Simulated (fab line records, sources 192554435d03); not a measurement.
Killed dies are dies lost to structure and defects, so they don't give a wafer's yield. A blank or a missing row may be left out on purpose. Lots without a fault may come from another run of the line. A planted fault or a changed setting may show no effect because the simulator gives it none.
fab line records | flow n5_finfet
record lots=10 wafers=30 last_day=20
route steps=1938 shown TV_OPEN@1888 PAD_METAL@1893 PASSIVATION@1906
lots that met no fault: from a run of the same line without faults
start_h: hours from the record's first day to the start of the lot's first wafer shown | wait_h: hours since the lot's step before | " the same as in the row above | L1.1+2: a row that stands for several wafers | - no value, or no start given | * or withheld: withheld | < > ~ a bound
route shown NAME@n: a module of which the file shows steps, and the number in the route of the first | usual: mean/standard deviation of fault-free wafers | same: alike in all rows | chamber/n: place in a boat | sites: the reading at each site | _std_site: their standard deviation | _edge_site: outer sites' mean less inner sites' | radius_mm: how far each site lies from the wafer's centre | mask NAME#n: copy n | behind: the tool/chamber that last shaped the wafer | hold: why the lot was held/for how many hours/how that ended | device: the transistor (n, p or np) that didn't switch | end of line: the same wafers' tests at the end of the route | a step without rows: its recipe alone | killed: dies lost to structure and defects at the first sort, not the wafer's yield | map: a wafer's dies, x killed, . not, _ none there
set.NAME: the setting as run; set.NAME@STEP: as run at that earlier step | model.NAME: the simulator's own value behind a step, which no gauge read
steps of the route over a sample of lots; a table a step, a row a wafer
services: from which hour (start_h, from the record's first day; less than 0 if before it) a tool's chamber was out of use, for how many hours, and why
## steps
# step N5_PASSIVATION_VIA_ETCH_13
# recipe chemistry=CHF3/O2 target=SiO2 target_depth_a=6600 CHF3_flow_sccm=50 O2_flow_sccm=5 Ar_flow_sccm=200 time_s=330 mask_material=PR pressure_mtorr=30 source_w=650 bias_w=170 ion_energy_ev=200 ends=cleared
# usual drypump_motor_current_A=5.9/0.41 etch_rf_on_time_s=235/4.6 oes_product_au=0.73/0.085 rf_vpp_V=520/6.7 showerhead_plenum_p_Torr=2.39/0.065 throttle_valve_pct=18.80/0.21
# columns lot.wafer tool chamber start_h wait_h drypump_motor_current_A etch_rf_on_time_s oes_product_au rf_hours_counter_h rf_vpp_V showerhead_plenum_p_Torr throttle_valve_pct
L532.2 rie_diel-03 0 245.25 0.0 5.5 229 0.64 197 516 2.30 19.21
L532.5 " 0 " " 5.5 234 0.65 - 516 2.30 19.23
L532.6 " 1 " " 5.2 239 0.81 - 513 2.46 18.91
L531.2 rie_diel-03 1 251.73 0.0 5.3 240 0.79 30 514 2.46 18.92
L531.4 " 0 " " 5.4 237 0.63 - 515 2.30 19.25
L531.6 " 1 " " 5.2 241 0.80 - 513 2.46 18.92
L535.1 rie_diel-04 0 269.25 0.0 5.5 239 0.63 227 517 2.36 18.90
L535.2 " 2 " " 6.0 238 0.63 248 532 2.38 18.79
L535.6 " 1 " " 5.4 240 0.71 - 507 2.33 19.05
L534.2 rie_diel-02 3 272.13 0.0 5.5 231 0.75 56 519 2.54 18.70
L534.4 " 1 " " 6.4 235 0.63 214 527 2.39 18.80
L534.5 " 1 " " 6.4 236 0.64 - 524 2.39 18.79
L544.1 rie_diel-03 0 403.22 0.0 5.5 236 0.61 247 516 2.29 19.32
L544.2 " 3 " " 5.7 236 0.73 64 517 2.44 18.81
L544.5 " 1 " " 5.2 240 0.77 - 515 2.45 18.95
L543.1 rie_diel-02 1 403.90 0.0 6.4 229 0.61 250 525 2.37 18.85
L543.5 " 3 " " 5.5 234 0.71 - 518 2.52 18.76
L543.6 " 0 " " 6.3 236 0.62 - 523 2.35 18.88
L550.3 rie_diel-04 0 428.62 0.1 5.5 223 0.87 - 517 2.35 18.63
L550.4 " 1 " " 5.4 230 0.67 - 507 2.32 19.09
L550.6 " 1 " " 5.4 232 0.67 - 506 2.32 19.10
L551.1 rie_diel-04 2 432.18 0.0 6.0 234 0.79 33 531 2.36 18.46
L551.4 " 2 " " 6.0 231 0.80 - 532 2.36 18.45
L551.5 " 0 " " 5.5 227 0.87 - 519 2.35 18.64
L554.4 rie_diel-03 1 451.87 0.0 5.2 241 0.74 61 512 2.44 18.97
L554.5 " 3 " " 5.7 247 0.70 - 520 2.43 18.81
L554.6 " 2 " " 5.7 241 0.75 - 532 2.36 19.00
L549.1 rie_diel-02 1 459.61 0.1 6.4 236 0.85 14 526 2.37 18.45
L549.3 " 0 " " 6.3 231 0.87 - 524 2.34 18.52
L549.5 " 1 " " 6.4 238 0.85 - 526 2.37 18.43
# step N5_PASSIVATION_DEGAS_18
# recipe ambient=vacuum temp_c=300 time_s=60
# usual heater_power_w=477/39
# columns lot.wafer tool chamber start_h wait_h heater_power_w
L532.2 pvd_sputter-02 - 245.67 0.0 488
L532.5 " - " " 439
L532.6 " - " " 484
L531.2 pvd_sputter-03 - 252.24 0.1 523
L531.4 " - " " 517
L531.6 " - " " 515
L535.1 pvd_sputter-02 - 269.68 0.0 471
L535.2 " - " " 500
L535.6 " - " " 491
L534.2 pvd_sputter-02 - 272.76 0.2 485
L534.4 " - " " 439
L534.5 " - " " 496
L544.1 pvd_sputter-02 - 403.90 0.3 441
L544.2 " - " " 432
L544.5 " - " " 440
L543.1 pvd_sputter-01 - 404.70 0.4 481
L543.5 " - " " 517
L543.6 " - " " 484
L550.3 pvd_sputter-01 - 429.30 0.2 509
L550.4 " - " " 448
L550.6 " - " " 453
L551.1 pvd_sputter-01 - 432.60 0.0 402
L551.4 " - " " 444
L551.5 " - " " 524
L554.4 pvd_sputter-02 - 452.62 0.4 484
L554.5 " - " " 434
L554.6 " - " " 459
L549.1 pvd_sputter-03 - 462.32 2.2 518
L549.3 " - " " 439
L549.5 " - " " 523
# step N5_PASSIVATION_OVL_MEAS_63
# recipe points_per_wafer=44
# usual PAD_OVL=0/5.2
# columns lot.wafer tool chamber start_h wait_h PAD_OVL[nm]
L532.2 overlay-01 0 246.48 0.0 0
L532.5 " 0 " " 9
L532.6 " 0 " " 4
L531.2 overlay-01 0 253.05 0.0 -9
L531.4 " 0 " " -1
L531.6 " 0 " " 0
L535.1 overlay-01 0 270.36 0.0 1
L535.2 " 0 " " 1
L535.6 " 0 " " 1
L534.2 overlay-02 0 273.57 0.0 -1
L534.4 " 0 " " 7
L534.5 " 0 " " 3
L544.1 overlay-02 0 404.58 0.0 11
L544.2 " 0 " " 4
L544.5 " 0 " " 4
L543.1 overlay-01 0 405.38 0.0 -9
L543.5 " 0 " " -3
L543.6 " 0 " " -10
L550.3 overlay-02 0 430.11 0.0 -1
L550.4 " 0 " " -2
L550.6 " 0 " " 0
L551.1 overlay-02 0 433.54 0.0 -3
L551.4 " 0 " " 1
L551.5 " 0 " " 3
L554.4 overlay-01 0 453.30 0.0 6
L554.5 " 0 " " 1
L554.6 " 0 " " 7
L549.1 overlay-02 0 463.14 0.0 0
L549.3 " 0 " " 1
L549.5 " 0 " " 2
# step N5_PASSIVATION_EXPOSE_41
# recipe mask_id=PASS_OPEN na=0.55 defocus_nm=0 source_shape=conventional sigma_outer=0.8 polarization=unpolarized target_cd_nm=40000 dose_mj=57.25
# usual exposure_dose_mJ_cm2=57.26/0.054
# columns lot.wafer tool chamber start_h wait_h mask exposure_dose_mJ_cm2
L532.2 krf_scanner-01 0 248.41 - PASS_OPEN#0 57.20
L532.5 " 0 " " PASS_OPEN#0 57.33
L532.6 " 0 " " PASS_OPEN#0 57.24
L531.2 krf_scanner-01 0 255.92 - PASS_OPEN#0 57.25
L531.4 " 0 " " PASS_OPEN#0 57.24
L531.6 " 0 " " PASS_OPEN#0 57.25
L535.1 krf_scanner-02 0 271.89 - PASS_OPEN#0 57.32
L535.2 " 0 " " PASS_OPEN#0 57.21
L535.6 " 0 " " PASS_OPEN#0 57.28
L534.2 krf_scanner-02 0 275.10 - PASS_OPEN#0 57.24
L534.4 " 0 " " PASS_OPEN#0 57.24
L534.5 " 0 " " PASS_OPEN#0 57.28
L544.1 krf_scanner-02 0 406.15 - PASS_OPEN#0 61.49
L544.2 " 0 " " PASS_OPEN#0 61.54
L544.5 " 0 " " PASS_OPEN#0 61.45
L543.1 krf_scanner-02 0 406.91 - PASS_OPEN#0 61.37
L543.5 " 0 " " PASS_OPEN#0 61.40
L543.6 " 0 " " PASS_OPEN#0 61.42
L550.3 krf_scanner-01 0 431.69 - PASS_OPEN#0 57.20
L550.4 " 0 " " PASS_OPEN#0 57.21
L550.6 " 0 " " PASS_OPEN#0 57.23
L551.1 krf_scanner-01 0 435.51 - PASS_OPEN#0 57.18
L551.4 " 0 " " PASS_OPEN#0 57.28
L551.5 " 0 " " PASS_OPEN#0 57.35
L554.4 krf_scanner-01 0 455.01 - PASS_OPEN#0 57.19
L554.5 " 0 " " PASS_OPEN#0 57.26
L554.6 " 0 " " PASS_OPEN#0 57.21
L549.1 krf_scanner-01 0 464.96 - PASS_OPEN#0 57.30
L549.3 " 0 " " PASS_OPEN#0 57.28
L549.5 " 0 " " PASS_OPEN#0 57.31
# step N5_PASSIVATION_CD_MEAS_44
# recipe target_cd_nm=40000 landing_energy_ev=500 detector=se_inlens
# usual cd_nm=40000/3.2
# columns lot.wafer tool chamber start_h wait_h cd_nm
L532.2 cd_sem-02 0 248.59 - 39999
L532.5 " 0 " " 39998
L532.6 " 0 " " 40000
L531.2 cd_sem-03 0 256.09 - 39997
L531.4 " 0 " " 39992
L531.6 " 0 " " 39999
L535.1 cd_sem-01 0 272.07 - 40002
L535.2 " 0 " " 40001
L535.6 " 0 " " 39996
L534.2 cd_sem-03 0 275.28 - 39999
L534.4 " 0 " " 39999
L534.5 " 0 " " 39999
L544.1 cd_sem-03 0 406.33 - 40017
L544.2 " 0 " " 40021
L544.5 " 0 " " 40025
L543.1 cd_sem-03 0 407.09 - 40030
L543.5 " 0 " " 40026
L543.6 " 0 " " 40033
L550.3 cd_sem-02 0 431.86 - 40002
L550.4 " 0 " " 40000
L550.6 " 0 " " 40003
L551.1 cd_sem-02 0 435.69 - 40002
L551.4 " 0 " " 40008
L551.5 " 0 " " 40001
L554.4 cd_sem-02 0 455.18 - 40001
L554.5 " 0 " " 39997
L554.6 " 0 " " 40006
L549.1 cd_sem-01 0 465.14 - 40005
L549.3 " 0 " " 40005
L549.5 " 0 " " 40001
# step N5_PASSIVATION_PROBE_49
# usual defect_limited_yield=91.2/1.4 killed_at_M0_to_M3=36/10 killed_at_M4_up=13/5.1 killed_at_contacts=12/5.4 killed_at_front_end=39/11 killed_at_other=3.5/2.4 killed_dies=104/17 killed_open=67/13 killed_short=36/8.3 sort_bin_5_function=5.2/0.98 sort_bin_6_memory=3.3/0.68 sort_n_pass=1076/17 sort_yield_pct=91.2/1.4
# same gross_dies=1180 killed_at_back_side=0 sort_bin_4_leakage[%]=0 sort_bin_8_speed[%]=0
# columns lot.wafer tool chamber start_h wait_h defect_limited_yield[%] killed_at_M0_to_M3 killed_at_M4_up killed_at_contacts killed_at_front_end killed_at_other killed_dies killed_open killed_short sort_bin_5_function[%] sort_bin_6_memory[%] sort_n_pass sort_yield_pct[%]
L531.2 prober-01 - 259.84 0.1 91.3 33 12 22 31 5 103 70 32 5.4 3.1 1077 91.3
L531.4 prober-01 - 259.94 0.2 92.9 23 14 13 31 3 84 58 26 3.6 3.3 1096 92.9
L531.6 prober-01 - 260.04 0.3 91.7 40 9 12 34 3 98 67 31 4.3 3.5 1082 91.7
L544.2 prober-02 - 410.52 0.9 90.3 35 14 17 46 3 115 73 42 6.2 3.2 1065 90.3
L544.5 prober-02 - 410.67 1.1 90.1 50 11 15 39 2 117 75 40 6.4 3.1 1063 90.1
L549.1 prober-01 - 468.27 0.0 89.7 53 15 16 35 3 122 80 37 6.5 3.1 1058 89.7
L549.3 prober-01 - 468.37 0.1 90.3 46 13 15 40 1 115 75 40 6.1 3.3 1065 90.3
L549.5 prober-01 - 468.47 0.2 89.0 29 20 14 65 2 130 83 47 6.5 4.3 1050 89.0
# killed by level:class
L531.2 MOL_CONTACT_COAG:geometric_particle:open=19 BEOL_M1:geometric_particle:open=8 GATE_CUT:geometric_particle:short=7 BEOL_M4:geometric_particle:open=7 BEOL_M3:geometric_particle:open=6 STI_FIN_REVEAL:geometric_particle:open=5 BEOL_M2:geometric_particle:open=5 DUMMY_GATE:geometric_particle:open=4
L531.4 STI_FIN_REVEAL:geometric_particle:open=11 MOL_CONTACT_COAG:geometric_particle:open=9 BEOL_M3:geometric_particle:open=7 BEOL_M4:geometric_particle:open=7 GATE_CUT:geometric_particle:open=4 MOL_CONTACT_COAG:geometric_particle:short=4 BEOL_M1:geometric_particle:open=4 STI_FIN_REVEAL:geometric_particle:short=3
L531.6 BEOL_M0_SAQP:geometric_particle:open=15 STI_FIN_REVEAL:geometric_particle:open=11 FIN_SAQP:geometric_particle:short=8 MOL_CONTACT_COAG:geometric_particle:open=8 BEOL_M3:geometric_particle:open=8 BEOL_M0_SAQP:geometric_particle:short=7 BEOL_M2:geometric_particle:open=5 GATE_CUT:geometric_particle:open=4
L544.2 STI_FIN_REVEAL:geometric_particle:open=13 MOL_CONTACT_COAG:geometric_particle:open=13 BEOL_M0_SAQP:geometric_particle:short=11 BEOL_M0_SAQP:geometric_particle:open=7 GATE_CUT:geometric_particle:short=5 BEOL_M4:geometric_particle:open=5 BEOL_M2:geometric_particle:short=5 BEOL_M3:geometric_particle:open=5
L544.5 BEOL_M0_SAQP:geometric_particle:short=12 BEOL_M0_SAQP:geometric_particle:open=12 FIN_SAQP:geometric_particle:open=10 MOL_CONTACT_COAG:geometric_particle:open=10 BEOL_M2:geometric_particle:open=9 BEOL_M3:geometric_particle:open=6 BEOL_M1:geometric_particle:open=5 GATE_CUT:geometric_particle:short=5
L549.1 BEOL_M0_SAQP:geometric_particle:open=17 MOL_CONTACT_COAG:geometric_particle:open=15 BEOL_M0_SAQP:geometric_particle:short=14 BEOL_M2:geometric_particle:open=10 BEOL_M4:geometric_particle:open=10 FIN_SAQP:geometric_particle:short=9 STI_FIN_REVEAL:geometric_particle:open=8 BEOL_M3:geometric_particle:open=6
L549.3 MOL_CONTACT_COAG:geometric_particle:open=12 FIN_SAQP:geometric_particle:short=10 BEOL_M0_SAQP:geometric_particle:short=10 BEOL_M3:geometric_particle:open=9 BEOL_M0_SAQP:geometric_particle:open=7 BEOL_M4:geometric_particle:open=7 FIN_SAQP:geometric_particle:open=6 DUMMY_GATE:geometric_particle:open=6
L549.5 FIN_SAQP:geometric_particle:short=16 FIN_SAQP:geometric_particle:open=15 STI_FIN_REVEAL:geometric_particle:open=13 MOL_CONTACT_COAG:geometric_particle:open=12 BEOL_M4:geometric_particle:open=11 BEOL_M0_SAQP:geometric_particle:open=7 STARTING-WAFER:geometric_particle:short=6 BEOL_M0_SAQP:geometric_particle:short=5
## services
# columns tool chamber start_h hours kind
krf_scanner-01 - 221.75 1.3 pm
krf_scanner-02 - 224.03 1.0 pm
krf_scanner-02 - 238.94 1.2 repair
krf_scanner-01 - 243.64 0.8 pm
krf_scanner-02 - 245.72 4.6 repair
krf_scanner-01 - 256.76 1.0 pm
krf_scanner-02 - 279.75 0.2 repair
krf_scanner-02 - 281.95 0.5 repair
rie_diel-04 - 291.47 14.6 pm
rie_diel-03 1 298.37 98.2 repair
pvd_sputter-01 - 303.96 11.5 repair
krf_scanner-02 - 318.91 0.8 pm
krf_scanner-02 - 328.09 1.3 pm
krf_scanner-01 - 334.48 0.6 repair
krf_scanner-01 - 371.94 1.3 pm
krf_scanner-02 - 393.03 1.0 pm
krf_scanner-02 - 397.32 0.5 repair
krf_scanner-01 - 402.39 2.3 repair
pvd_sputter-02 - 408.76 24.6 repair
krf_scanner-01 - 412.44 0.8 pm
rie_diel-04 3 414.67 47.5 repair
krf_scanner-02 - 418.98 9.2 repair
rie_diel-04 2 425.05 4.3 repair
krf_scanner-01 - 428.19 1.0 pm
## key
first_sign step=N5_PASSIVATION_EXPOSE_41 reading=exposure_dose_mJ_cm2 direction=up sigmas=77 usual=57.26 struck=61.44
effect step=N5_PASSIVATION_CD_MEAS_44 reading=cd_nm direction=up sigmas=6.3 usual=40000 struck=40025
met_at N5_PASSIVATION_EXPOSE_41
struck_lots L543,L544
not_acting_at N5_PASSIVATION_VIA_ETCH_13,N5_PASSIVATION_DEGAS_18,N5_PASSIVATION_OVL_MEAS_63
onset_between 275.10 406.15
fault kind=process_parameter_drift tool=krf_scanner-02 chamber=- onset_h=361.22 steps=N5_PASSIVATION_EXPOSE_41 channel=dose_mj offset=4.1739 shape=step acts_in=these_recipes_only stated=57.25
